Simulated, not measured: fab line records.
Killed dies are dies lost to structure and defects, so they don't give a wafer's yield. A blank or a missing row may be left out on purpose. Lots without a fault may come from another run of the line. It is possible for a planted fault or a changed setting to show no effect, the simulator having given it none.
Matching of chambers -- flow nand_harc -- 4 sister chambers for NHARC_A_CHANNEL_FILL_D1_ALD_02 on ald_hk-03
The step deposits SiO2, target thk 6 nm, pulse time 10 s, ald cycles 60. 4 wafers are shown with their chamber, then 7 later ones without.

WAFERS, EACH WITH ITS CHAMBER
wafer,chamber,heater_power_w (W)
L086.5,0,487
L089.5,2,575
L090.1,3,436
L090.4,1,505

WAFERS WITH NO CHAMBER GIVEN
wafer,heater_power_w (W)
L090.5,589
L093.1,452
L093.2,499
L093.3,589
L097.1,500
L097.5,496
L097.6,590

WHICH CHAMBER EACH ONE RAN IN
wafer,from the rows above,in truth
L090.5,2,2
L093.1,can't be placed: 3 or 0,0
L093.2,can't be placed: 1 or 0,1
L093.3,2,2
L097.1,can't be placed: 1 or 0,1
L097.5,can't be placed: 0 or 1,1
L097.6,2,2
3 of 7 placed correctly. From these rows, 4 cannot be placed; in 4 the true chamber is one of the candidates. 0 placed wrongly.
How it was worked out, from the rows above alone: a wafer's distance from a chamber is the root of the sum, over the readings, of the square of ((its reading less the chamber's mean) divided by the reading's scatter). The wafer belongs to the nearest chamber; if the next one is less than 2 further off, it can't be placed. A chamber's mean is the mean of its shown wafers. The scatter: with one shown wafer a chamber, the root of the mean of the squares of how far each hidden wafer lies from its nearest shown one.
